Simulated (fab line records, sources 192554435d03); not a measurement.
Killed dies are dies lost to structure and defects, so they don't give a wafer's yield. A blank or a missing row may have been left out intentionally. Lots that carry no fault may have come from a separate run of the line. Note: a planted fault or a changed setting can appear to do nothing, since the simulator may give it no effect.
fab line records	flow n5Finfet
record: lots: 7	wafers: 21
route steps=1938 shown ZERO_LAYER@4 PMOS_HMC_CHANNEL_EPI@63 FIN_CUT@160 SD_EPI_N@268 SD_EPI_P@321
startH: the number of hours between the record's first day and the start of the first shown wafer of the lot	waitH: hours elapsed since this lot's preceding step	" as in the row above	L1.1+2: a row that stands for several wafers	- value missing, or start not given	* or withheld: withheld	< > ~ a bound
route shown NAME@n: NAME is a module with steps in the file, n the number in the route of the first one	usual: the fault-free wafers' mean and standard deviation	same: alike in all rows	chamber/n: place in a boat	sites: each site's reading	_std_site: standard deviation across them	_edge_site: mean of outer sites minus mean of inner sites	radiusMm: how far each site lies from the wafer's centre	mask NAME#n: copy n	behind: the tool/chamber that last shaped the wafer	hold: cause of the lot's hold/its duration in hours/its outcome	device: whichever transistor did not switch (one of n, p or np)	end of line: the tests these same wafers got at the end of their route	a step given without rows: its recipe and nothing more	killed: at the first sort, the dies lost to defects and structure; wafer yield is something else	map: per-die view of a wafer (x killed, . not killed, _ where there is no die)
set.NAME: the setting that was run; set.NAME@STEP: the one run at that earlier step	model.NAME: the simulator's own value behind a step, which no gauge read
lots where settings were altered on purpose, with a table for each step and a row for each wafer
== steps ==
step: N5_ZERO_LAYER_PECVD_02
recipe: material: SiO2	targetThkA: 100	tempC: 400	precursor: SiH4/N2O	pressureTorr: 0.75	rfW: 275	timeS: 6
lot.wafer	tool	chamber	startH	waitH	set.timeS	model.SiO2_of_ZERO_LAYER_PECVD_02.thkNm
L074.1	pecvd-03	2	12.29	0.0	6	9.865
L074.3	"	0	"	"	6	9.941
L074.5	"	2	"	"	5.676	9.447
L083.2	pecvd-01	0	66.28	0.0	5.632	9.302
L083.4	"	2	"	"	6	10.14
L083.5	"	1	"	"	5.632	9.415
L086.4	pecvd-01	1	84.31	0.1	6	10.13
L086.5	"	0	"	"	6	9.88
L086.6	"	2	"	"	6	10.1
L087.2	pecvd-03	0	90.28	0.0	5.535	9.135
L087.3	"	2	"	"	6	9.899
L087.5	"	2	"	"	5.535	9.054
L091.1	pecvd-04	1	114.28	0.0	5.712	9.328
L091.3	"	2	"	"	6	9.987
L091.4	"	0	"	"	5.712	9.657
L093.2	pecvd-01	2	126.28	0.0	6	9.854
L093.5	"	2	"	"	6	9.949
L093.6	"	0	"	"	6	10.03
L097.1	pecvd-04	0	150.30	0.0	6	9.885
L097.2	"	1	"	"	6	9.94
L097.6	"	0	"	"	6	10.09
step: N5_PMOS_HMC_CHANNEL_EPI_PEB_07
recipe: pebTempC: 110	pebTimeS: 60	resist: CAR-ArF-block
lot.wafer	tool	chamber	startH	waitH	set.pebTempC
L074.1+3	lithoTrack-05	0	17.09	0.1	113.4
L074.5	"	0	"	"	110
L083.2+4	lithoTrack-01	0	70.84	0.0	110
L083.5	"	0	"	"	108.3
L086.4+5+6	lithoTrack-01	0	89.11	0.0	110
L087.2+3	lithoTrack-05	0	95.10	0.0	110
L087.5	"	0	"	"	106.5
L091.1+4	lithoTrack-03	0	119.20	0.1	107.9
L091.3	"	0	"	"	110
L093.2+5+6	lithoTrack-05	0	131.76	0.0	110
L097.1+2+6	lithoTrack-01	0	155.17	0.1	110
step: N5_PMOS_HMC_CHANNEL_EPI_DEVELOP_08
recipe: developTimeS: 30	developer: TMAH	resist: CAR-ArF-block	devTempC: 23	rinseLiquid: diw	dry: airSpin
step: N5_PMOS_HMC_CHANNEL_EPI_CD_MEAS_09
recipe: targetCdNm: 237.4	landingEnergyEv: 500	detector: seInlens
usual: cdNm: 237.4/0.96
lot.wafer	tool	chamber	startH	waitH	set.pebTempC@PMOS_HMC_CHANNEL_EPI_PEB_07	cdNm
L074.1	cdSem-02	0	17.15	-	113.4	244.9
L074.3	"	0	"	"	113.4	247.0
L074.5	"	0	"	"	110	236.7
L083.2	cdSem-03	0	70.91	-	110	236.6
L083.4	"	0	"	"	110	237.8
L083.5	"	0	"	"	108.3	232.3
L086.4	cdSem-02	0	89.18	-	110	239.0
L086.5	"	0	"	"	110	237.4
L086.6	"	0	"	"	110	237.8
L087.2	cdSem-03	0	95.17	-	110	238.9
L087.3	"	0	"	"	110	238.3
L087.5	"	0	"	"	106.5	225.9
L091.1	cdSem-02	0	119.27	-	107.9	228.9
L091.3	"	0	"	"	110	237.3
L091.4	"	0	"	"	107.9	230.8
L093.2	cdSem-03	0	131.82	-	110	238.7
L093.5	"	0	"	"	110	237.5
L093.6	"	0	"	"	110	236.5
L097.1	cdSem-02	0	155.24	-	110	238.1
L097.2	"	0	"	"	110	236.9
L097.6	"	0	"	"	110	236.8
step: N5_PMOS_HMC_CHANNEL_EPI_DESCUM_14
recipe: chemistry: O2	timeS: 7.9	sourcePowerW: 50	biasPowerW: 20	pressureMtorr: 20	rfFrequencyHz: 2.712e+07	tempC: 40	resist: CAR-ArF-block	o2FlowSccm: 225
lot.wafer	tool	chamber	startH	waitH	set.pebTempC@PMOS_HMC_CHANNEL_EPI_PEB_07	model.PMOS_HMC_CHANNEL_EPI.cdNm
L074.1	rieDiel-05	3	17.24	0.0	113.4	244.9
L074.3	"	1	"	"	113.4	247
L074.5	"	1	"	"	110	236.5
L083.2	rieDiel-01	3	70.99	0.0	110	236.7
L083.4	"	0	"	"	110	237.9
L083.5	"	0	"	"	108.3	232.3
L086.4	rieDiel-02	2	89.27	0.0	110	239.1
L086.5	"	3	"	"	110	237.4
L086.6	"	2	"	"	110	237.9
L087.2	rieDiel-01	1	95.69	0.5	110	239.2
L087.3	"	0	"	"	110	238.3
L087.5	"	3	"	"	106.5	226.1
L091.1	rieDiel-01	3	119.36	0.0	107.9	229
L091.3	"	0	"	"	110	237.1
L091.4	"	2	"	"	107.9	230.8
L093.2	rieDiel-02	0	132.01	0.1	110	238.6
L093.5	"	0	"	"	110	237.7
L093.6	"	3	"	"	110	236.4
L097.1	rieDiel-05	1	155.33	0.0	110	238.4
L097.2	"	3	"	"	110	236.9
L097.6	"	1	"	"	110	236.5
step: N5_PMOS_HMC_CHANNEL_EPI_ETCH_32
recipe: chemistry: N2/H2	target: BARC	stopOn: SiO2	targetDepthA: 858	overEtchFrac: 0.3	timeS: 50.3	ionEnergyEv: 200	maskMaterial: CAR-ArF-block	pressureMtorr: 30	sourceW: 840	biasW: 150	n2FlowSccm: 200	h2FlowSccm: 200
step: N5_PMOS_HMC_CHANNEL_EPI_HM_OPEN_15
recipe: chemistry: CHF3/O2	target: SiO2	maskMaterial: CAR-ArF-block	targetDepthA: 406	CHF3_flow_sccm: 50	O2_flow_sccm: 5	Ar_flow_sccm: 200	timeS: 20.3	pressureMtorr: 30	sourceW: 650	biasW: 170	ionEnergyEv: 200
step: N5_PMOS_HMC_CHANNEL_EPI_STRIP_33
recipe: chemistry: N2/H2	powerW: 500	tempC: 40	pressureMtorr: 50	rfFrequencyHz: 6e+07	overashFraction: 0.3	biasPowerW: 8	h2Frac: 0.5	n2FlowSccm: 300	h2FlowSccm: 300
step: N5_PMOS_HMC_CHANNEL_EPI_STRIP_17
recipe: chemistry: SPM	timeS: 750	tempC: 130	h2so4H2o2VolRatio: 4	dry: ipaMarangoni
step: N5_PMOS_HMC_CHANNEL_EPI_ETCH_38
recipe: chemistry: CF4	target: SiO2	targetDepthA: 15	ionEnergyEv: 350	pressureMtorr: 10	icpW: 800	biasW: 400	cf4FlowSccm: 80
lot.wafer	tool	chamber	startH	waitH	set.pebTempC@PMOS_HMC_CHANNEL_EPI_PEB_07	model.PMOS_HMC_CHANNEL_EPI.cdNm
L074.1	rieSi-03	1	17.68	0.0	113.4	247.6
L074.3	"	2	"	"	113.4	250.5
L074.5	"	0	"	"	110	240
L083.2	rieSi-03	3	71.43	0.0	110	239.1
L083.4	"	2	"	"	110	240.3
L083.5	"	3	"	"	108.3	234.6
L086.4	rieSi-03	2	89.70	0.0	110	241.1
L086.5	"	2	"	"	110	240.7
L086.6	"	3	"	"	110	239.4
L087.2	rieSi-04	2	96.13	0.0	110	241.9
L087.3	"	3	"	"	110	241.2
L087.5	"	1	"	"	106.5	229.2
L091.1	rieSi-03	1	119.79	0.0	107.9	231.2
L091.3	"	3	"	"	110	239.2
L091.4	"	0	"	"	107.9	233.3
L093.2	rieSi-03	2	132.45	0.0	110	240.9
L093.5	"	3	"	"	110	239.8
L093.6	"	2	"	"	110	239.6
L097.1	rieSi-04	2	155.77	0.0	110	241.5
L097.2	"	1	"	"	110	239.6
L097.6	"	3	"	"	110	240.3
step: N5_FIN_CUT_EXPOSE_05
recipe: maskId: FIN_CUT	na: 0.33	sourceShape: annular	sigmaInner: 0.35	sigmaOuter: 0.8	polarization: unpolarized	doseMj: 45.75
lot.wafer	tool	chamber	startH	waitH	mask	set.doseMj
L074.1+5	euvScanner-01	0	26.06	-	FIN_CUT#0	45.75
L074.3	"	0	"	"	FIN_CUT#0	47.59
L083.2	euvScanner-02	0	81.62	-	FIN_CUT#0	45.75
L083.4+5	"	0	"	"	FIN_CUT#0	46.7
L086.4	euvScanner-01	0	101.17	-	FIN_CUT#0	43.32
L086.5+6	"	0	"	"	FIN_CUT#0	45.75
L087.2+3+5	euvScanner-01	0	105.77	-	FIN_CUT#0	45.75
L091.1	euvScanner-02	0	128.97	-	FIN_CUT#0	45.75
L091.3+4	"	0	"	"	FIN_CUT#0	47.09
L093.2+5+6	euvScanner-01	0	142.92	-	FIN_CUT#0	45.75
L097.1+2+6	euvScanner-01	0	164.14	-	FIN_CUT#0	45.75
step: N5_FIN_CUT_PEB_06
recipe: pebTempC: 100	pebTimeS: 60	resist: CAR-EUV
step: N5_FIN_CUT_DEVELOP_07
recipe: developTimeS: 30	developer: TMAH	resist: CAR-EUV	rinseLiquid: surfactantRinse	dry: airSpin	devTempC: 23
step: N5_FIN_CUT_CD_MEAS_08
recipe: targetCdNm: 29.1	landingEnergyEv: 500	detector: seInlens	polarity: opening
usual: cdNm: 29.03/0.23
lot.wafer	tool	chamber	startH	waitH	set.doseMj@FIN_CUT_EXPOSE_05	cdNm
L074.1	cdSem-01	0	26.20	-	45.75	28.50
L074.3	"	0	"	"	47.59	29.70
L074.5	"	0	"	"	45.75	28.95
L083.2	cdSem-01	0	81.74	-	45.75	28.97
L083.4	"	0	"	"	46.7	29.49
L083.5	"	0	"	"	46.7	29.57
L086.4	cdSem-03	0	101.28	-	43.32	27.81
L086.5	"	0	"	"	45.75	28.96
L086.6	"	0	"	"	45.75	28.95
L087.2	cdSem-01	0	105.89	-	45.75	28.76
L087.3	"	0	"	"	45.75	28.87
L087.5	"	0	"	"	45.75	28.74
L091.1	cdSem-02	0	129.11	-	45.75	29.24
L091.3	"	0	"	"	47.09	29.57
L091.4	"	0	"	"	47.09	29.68
L093.2	cdSem-02	0	143.05	-	45.75	28.72
L093.5	"	0	"	"	45.75	29.28
L093.6	"	0	"	"	45.75	29.17
L097.1	cdSem-01	0	164.27	-	45.75	28.87
L097.2	"	0	"	"	45.75	29.05
L097.6	"	0	"	"	45.75	29.11
step: N5_FIN_CUT_DESCUM_13
recipe: chemistry: O2	timeS: 7	sourcePowerW: 50	biasPowerW: 20	pressureMtorr: 20	rfFrequencyHz: 2.712e+07	tempC: 40	resist: CAR-EUV	o2FlowSccm: 225
step: N5_FIN_CUT_ETCH_30
recipe: chemistry: N2/H2	target: underlayer	targetDepthA: 130	maskMaterial: CAR-EUV	timeS: 10.4	ionEnergyEv: 200	pressureMtorr: 30	sourceW: 840	biasW: 150	n2FlowSccm: 200	h2FlowSccm: 200	ends: cleared
lot.wafer	tool	chamber	startH	waitH	set.doseMj@FIN_CUT_EXPOSE_05	model.FIN_CUT.cdOffsetNm
L074.1+5	rieDiel-05	3,0	27.34	0.0	45.75	-0.2
L074.3	"	2	"	"	47.59	0.6
L083.2	rieDiel-01	0	81.90	0.0	45.75	0
L083.4	"	2	"	"	46.7	0.4
L083.5	"	0	"	"	46.7	0.6
L086.4	rieDiel-02	3	101.47	0.0	43.32	-0.8
L086.5+6	"	2,3	"	"	45.75	0
L087.2+3+5	rieDiel-05	0,3,1	106.05	0.0	45.75	-0.2
L091.1	rieDiel-01	3	129.26	0.0	45.75	-0.4
L091.3	"	0	"	"	47.09	0.4
L091.4	"	1	"	"	47.09	0.2
L093.2+6	rieDiel-02	3	143.32	0.0	45.75	0.2
L093.5	"	2	"	"	45.75	0
L097.1+2	rieDiel-02	1,2	164.73	0.0	45.75	0.2
L097.6	"	3	"	"	45.75	0
step: N5_FIN_CUT_ETCH_20
recipe: chemistry: CF4	target: SiARC	targetDepthA: 260	maskMaterial: CAR-EUV	timeS: 43.3	ionEnergyEv: 80	pressureMtorr: 40	sourceW: 545	biasW: 36	Ar_flow_sccm: 100	cf4FlowSccm: 100	ends: cleared
lot.wafer	tool	chamber	startH	waitH	set.doseMj@FIN_CUT_EXPOSE_05	model.FIN_CUT.cdOffsetNm
L074.1+5	rieDiel-05	3,0	27.36	0.0	45.75	-0.2
L074.3	"	2	"	"	47.59	0.4
L083.2	rieDiel-01	0	81.92	0.0	45.75	0.2
L083.4	"	2	"	"	46.7	0.4
L083.5	"	0	"	"	46.7	0.6
L086.4	rieDiel-02	3	101.49	0.0	43.32	-0.8
L086.5+6	"	2,3	"	"	45.75	0
L087.2+3	rieDiel-05	0,3	106.07	0.0	45.75	-0.4
L087.5	"	1	"	"	45.75	-0.2
L091.1	rieDiel-01	3	129.28	0.0	45.75	-0.2
L091.3	"	0	"	"	47.09	0.4
L091.4	"	1	"	"	47.09	0.2
L093.2+5+6	rieDiel-02	3,2,3	143.34	0.0	45.75	0.2
L097.1	rieDiel-02	1	164.75	0.0	45.75	0
L097.2+6	"	2,3	"	"	45.75	0.2
step: N5_SD_EPI_N_PEB_07
recipe: pebTempC: 110	pebTimeS: 60	resist: CAR-ArF-block
lot.wafer	tool	chamber	startH	waitH	set.pebTempC
L074.1	lithoTrack-05	0	49.20	0.1	110
L074.3+5	"	0	"	"	107.1
L083.2+5	lithoTrack-04	0	103.84	0.0	110
L083.4	"	0	"	"	111.2
L086.4	lithoTrack-05	0	121.76	0.0	110
L086.5+6	"	0	"	"	113.4
L087.2	lithoTrack-04	0	126.45	0.0	110
L087.3+5	"	0	"	"	107.1
L091.1+3+4	lithoTrack-05	0	153.30	0.1	110
L093.2+5	lithoTrack-04	0	163.98	0.0	110
L093.6	"	0	"	"	111.7
L097.1+2+6	lithoTrack-04	0	185.63	0.1	110
step: N5_SD_EPI_N_DEVELOP_08
recipe: developTimeS: 30	developer: TMAH	resist: CAR-ArF-block	devTempC: 23	rinseLiquid: diw	dry: airSpin
step: N5_SD_EPI_N_CD_MEAS_09
recipe: targetCdNm: 120	landingEnergyEv: 500	detector: seInlens
usual: cdNm: 120.6/0.69
lot.wafer	tool	chamber	startH	waitH	set.pebTempC@SD_EPI_N_PEB_07	cdNm
L074.1	cdSem-02	0	49.27	-	110	120.9
L074.3	"	0	"	"	107.1	113.1
L074.5	"	0	"	"	107.1	114.0
L083.2	cdSem-01	0	103.91	-	110	120.1
L083.4	"	0	"	"	111.2	123.4
L083.5	"	0	"	"	110	119.7
L086.4	cdSem-03	0	121.83	-	110	121.0
L086.5	"	0	"	"	113.4	128.8
L086.6	"	0	"	"	113.4	129.6
L087.2	cdSem-03	0	126.52	-	110	119.7
L087.3	"	0	"	"	107.1	111.6
L087.5	"	0	"	"	107.1	112.3
L091.1	cdSem-02	0	153.37	-	110	121.1
L091.3	"	0	"	"	110	121.1
L091.4	"	0	"	"	110	120.9
L093.2	cdSem-03	0	164.05	-	110	120.2
L093.5	"	0	"	"	110	120.1
L093.6	"	0	"	"	111.7	125.2
L097.1	cdSem-01	0	185.70	-	110	120.0
L097.2	"	0	"	"	110	118.4
L097.6	"	0	"	"	110	119.7
step: N5_SD_EPI_N_DESCUM_14
recipe: chemistry: O2	timeS: 7.9	sourcePowerW: 50	biasPowerW: 20	pressureMtorr: 20	rfFrequencyHz: 2.712e+07	tempC: 40	resist: CAR-ArF-block	o2FlowSccm: 225
lot.wafer	tool	chamber	startH	waitH	set.pebTempC@SD_EPI_N_PEB_07	model.SD_EPI_N.cdNm
L074.1	rieDiel-04	2	49.36	0.0	110	121.2
L074.3	"	3	"	"	107.1	113.2
L074.5	"	1	"	"	107.1	113.4
L083.2	rieDiel-06	2	104.00	0.0	110	120.4
L083.4	"	0	"	"	111.2	123
L083.5	"	2	"	"	110	119.8
L086.4	rieDiel-04	1	121.94	0.1	110	121
L086.5	"	2	"	"	113.4	129
L086.6	"	3	"	"	113.4	129.2
L087.2	rieDiel-03	2	126.60	0.0	110	119.8
L087.3	"	1	"	"	107.1	111.8
L087.5	"	1	"	"	107.1	112.4
L091.1	rieDiel-03	3	153.46	0.0	110	120.8
L091.3+4	"	2,0	"	"	110	120.6
L093.2+5	rieDiel-06	2,0	164.14	0.0	110	120
L093.6	"	1	"	"	111.7	125.2
L097.1	rieDiel-04	1	185.97	0.2	110	120
L097.2	"	2	"	"	110	118.4
L097.6	"	1	"	"	110	119.8
step: N5_SD_EPI_N_ETCH_34
recipe: chemistry: CF4	target: SiARC	targetDepthA: 455	maskMaterial: CAR-ArF-block	timeS: 75.8	ionEnergyEv: 80	pressureMtorr: 40	sourceW: 545	biasW: 36	Ar_flow_sccm: 100	cf4FlowSccm: 100	ends: cleared
step: N5_SD_EPI_N_ETCH_35
recipe: chemistry: N2/H2	target: SOC	overetchA: 1080	maskMaterial: SiARC	tempC: 40	ionEnergyEv: 100	sourceW: 3000	biasW: 133	pressureMtorr: 20	timeS: 486	n2FlowSccm: 200	h2FlowSccm: 200
lot.wafer	tool	chamber	startH	waitH	set.pebTempC@SD_EPI_N_PEB_07	model.SD_EPI_N.cdNm
L074.1	rieDiel-04	2	49.45	0.0	110	120.6
L074.3	"	3	"	"	107.1	114.4
L074.5	"	1	"	"	107.1	113
L083.2	rieDiel-06	2	104.09	0.0	110	121
L083.4	"	0	"	"	111.2	123.2
L083.5	"	2	"	"	110	119.4
L086.4	rieDiel-04	1	122.03	0.0	110	121.8
L086.5	"	2	"	"	113.4	129.2
L086.6	"	3	"	"	113.4	130.4
L087.2	rieDiel-03	2	126.70	0.0	110	118.8
L087.3+5	"	1	"	"	107.1	112
L091.1+4	rieDiel-03	3,0	153.55	0.0	110	120.6
L091.3	"	2	"	"	110	119.4
L093.2	rieDiel-06	2	164.23	0.0	110	120.4
L093.5	"	0	"	"	110	119.8
L093.6	"	1	"	"	111.7	126.8
L097.1	rieDiel-04	1	186.06	0.0	110	120.4
L097.2	"	2	"	"	110	118.8
L097.6	"	1	"	"	110	121
step: N5_SD_EPI_N_ETCH_45
recipe: chemistry: CH3F/O2	target: SiOCN	targetDepthA: 60	maskMaterial: SOC	ionEnergyEv: 60	biasW: 29	pressureMtorr: 15	sourceW: 410	Ar_flow_sccm: 150	CH3F_flow_sccm: 30	O2_flow_sccm: 20
lot.wafer	tool	chamber	startH	waitH	set.targetDepthA	model.etch.depthNm
L074.1	rieDiel-04	2	49.87	0.1	60	5.839
L074.3	"	3	"	"	66.18	6.485
L074.5	"	1	"	"	66.18	6.601
L083.2	rieDiel-06	2	104.51	0.1	60	6.044
L083.4	"	0	"	"	60	5.813
L083.5	"	2	"	"	60	6.074
L086.4	rieDiel-04	1	122.45	0.1	54.31	5.391
L086.5	"	2	"	"	60	5.872
L086.6	"	3	"	"	54.31	5.277
L087.2	rieDiel-03	2	127.12	0.1	60	5.984
L087.3	"	1	"	"	65.65	6.611
L087.5	"	1	"	"	65.65	6.636
L091.1	rieDiel-03	3	153.97	0.1	60	6.019
L091.3	"	2	"	"	60	5.976
L091.4	"	0	"	"	63.49	6.289
L093.2	rieDiel-06	2	164.65	0.1	60	5.986
L093.5	"	0	"	"	63.02	6.284
L093.6	"	1	"	"	63.02	6.358
L097.1	rieDiel-04	1	186.48	0.1	60	6.016
L097.2	"	2	"	"	60	5.911
L097.6	"	1	"	"	60	5.973
step: N5_SD_EPI_P_EPI_21
recipe: material: SiGe:B	dopant: B	tempC: 550	pressureTorr: 20	ambient: H2	timeS: 355
lot.wafer	tool	chamber	startH	waitH	set.timeS	model.SiGe-B_of_SD_EPI_P_EPI_21.thkNm
L074.1	epiRpcvd-01	0	55.26	0.2	355	61.4
L074.3	"	0	"	"	288.8	53.8
L074.5	"	0	"	"	355	61.6
L083.2	epiRpcvd-04	0	110.44	0.7	355	60.2
L083.4	"	0	"	"	355	60.6
L083.5	"	0	"	"	406.5	65.8
L086.4	epiRpcvd-04	0	130.18	2.0	355	60.6
L086.5	"	0	"	"	355	60
L086.6	"	0	"	"	355	60.8
L087.2	epiRpcvd-01	0	132.62	0.5	355	62
L087.3	"	0	"	"	355	61
L087.5	"	0	"	"	355	61.6
L091.1	epiRpcvd-03	0	159.99	0.2	355	60.4
L091.3	"	0	"	"	421.6	67.8
L091.4	"	0	"	"	421.6	67.2
L093.2	epiRpcvd-01	0	170.62	0.5	355	59.8
L093.5	"	0	171.70	1.5	355	59.6
L093.6	"	0	"	"	331.9	56.6
L097.1	epiRpcvd-01	0	191.94	0.1	355	61
L097.2	"	0	"	"	355	60.8
L097.6	"	0	193.74	1.8	355	61.8
step: N5_SD_EPI_P_EPI_MEAS_23
recipe: mode: xrd
usual: thkNm: 60.7/1.2
lot.wafer	tool	chamber	startH	waitH	set.timeS@SD_EPI_P_EPI_21	thkNm
L074.1	filmMetro-01	-	58.18	2.4	355	61.7
L074.3	"	-	"	"	288.8	55.0
L074.5	"	-	"	"	355	60.7
L083.2	filmMetro-02	-	112.88	2.0	355	60.6
L083.4	"	-	"	"	355	59.9
L083.5	"	-	"	"	406.5	65.5
L086.4	filmMetro-01	-	132.14	1.3	355	59.6
L086.5	"	-	"	"	355	61.2
L086.6	"	-	"	"	355	59.5
L087.2	filmMetro-01	-	134.46	1.5	355	62.6
L087.3	"	-	"	"	355	60.8
L087.5	"	-	"	"	355	61.4
L091.1	filmMetro-02	-	162.91	2.4	355	59.9
L091.3	"	-	"	"	421.6	69.4
L091.4	"	-	"	"	421.6	67.1
L093.2	filmMetro-02	-	172.46	1.5	355	59.7
L093.5	"	-	"	"	355	59.6
L093.6	"	-	"	"	331.9	54.0
L097.1	filmMetro-02	-	194.13	1.8	355	61.9
L097.2	"	-	"	"	355	59.9
L097.6	"	-	"	"	355	61.6
step: N5_SD_EPI_P_HM_STRIP_48
recipe: chemistry: H3PO4	tempC: 160	material: SiNx	target: SiNx	targetDepthA: 30	overetchFraction: 0.3
lot.wafer	tool	chamber	startH	waitH	set.timeS@SD_EPI_P_EPI_21	model.SiGe-B_of_SD_EPI_P_EPI_21.thkNm
L074.1	wetBench-04	2	58.22	0.0	355	61.2
L074.3	"	1	"	"	288.8	53.6
L074.5	"	6	"	"	355	61.4
L083.2	wetBench-04	0	112.91	0.0	355	60
L083.4	"	1	"	"	355	60.2
L083.5	"	3	"	"	406.5	65.6
L086.4	wetBench-03	2	132.17	0.0	355	60.2
L086.5	"	4	"	"	355	59.8
L086.6	"	0	"	"	355	60.4
L087.2	wetBench-04	6	134.49	0.0	355	61.8
L087.3	"	7	"	"	355	60.8
L087.5	"	4	"	"	355	61.4
L091.1	wetBench-06	4	162.95	0.0	355	60
L091.3	"	2	"	"	421.6	67.4
L091.4	"	0	"	"	421.6	67
L093.2	wetBench-04	0	172.49	0.0	355	59.6
L093.5	"	5	"	"	355	59.4
L093.6	"	4	"	"	331.9	56.4
L097.1	wetBench-03	0	194.17	0.0	355	60.8
L097.2	"	5	"	"	355	60.6
L097.6	"	7	"	"	355	61.4
== key ==
split: step: N5_ZERO_LAYER_PECVD_02	setting: timeS	stated: 6	by: wafer
response: step: N5_ZERO_LAYER_PECVD_02	reading: model.SiO2_of_ZERO_LAYER_PECVD_02.thkNm	change: +0.106	per: 1%	r: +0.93
split: step: N5_PMOS_HMC_CHANNEL_EPI_PEB_07	setting: pebTempC	stated: 110	by: wafer
response: step: N5_PMOS_HMC_CHANNEL_EPI_CD_MEAS_09	reading: cdNm	change: +3.52	per: 1%	r: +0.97
response: step: N5_PMOS_HMC_CHANNEL_EPI_DESCUM_14	reading: model.PMOS_HMC_CHANNEL_EPI.cdNm	change: +3.53	per: 1%	r: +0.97
response: step: N5_PMOS_HMC_CHANNEL_EPI_ETCH_38	reading: model.PMOS_HMC_CHANNEL_EPI.cdNm	change: +3.44	per: 1%	r: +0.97
split: step: N5_FIN_CUT_EXPOSE_05	setting: doseMj	stated: 45.75	by: wafer
response: step: N5_FIN_CUT_CD_MEAS_08	reading: cdNm	change: +0.214	per: 1%	r: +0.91
response: step: N5_FIN_CUT_ETCH_30	reading: model.FIN_CUT.cdOffsetNm	change: +0.184	per: 1%	r: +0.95
response: step: N5_FIN_CUT_ETCH_20	reading: model.FIN_CUT.cdOffsetNm	change: +0.153	per: 1%	r: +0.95
split: step: N5_SD_EPI_N_PEB_07	setting: pebTempC	stated: 110	by: wafer
response: step: N5_SD_EPI_N_CD_MEAS_09	reading: cdNm	change: +2.85	per: 1%	r: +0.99
response: step: N5_SD_EPI_N_DESCUM_14	reading: model.SD_EPI_N.cdNm	change: +2.86	per: 1%	r: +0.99
response: step: N5_SD_EPI_N_ETCH_35	reading: model.SD_EPI_N.cdNm	change: +2.75	per: 1%	r: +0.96
split: step: N5_SD_EPI_N_ETCH_45	setting: targetDepthA	stated: 60	by: wafer
response: step: N5_SD_EPI_N_ETCH_45	reading: model.etch.depthNm	change: +0.0633	per: 1%	r: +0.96
split: step: N5_SD_EPI_P_EPI_21	setting: timeS	stated: 355	by: wafer
response: step: N5_SD_EPI_P_EPI_21	reading: model.SiGe-B_of_SD_EPI_P_EPI_21.thkNm	change: +0.394	per: 1%	r: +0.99
response: step: N5_SD_EPI_P_EPI_MEAS_23	reading: thkNm	change: *	per: 1%	r: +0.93
response: step: N5_SD_EPI_P_HM_STRIP_48	reading: model.SiGe-B_of_SD_EPI_P_EPI_21.thkNm	change: +0.398	per: 1%	r: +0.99
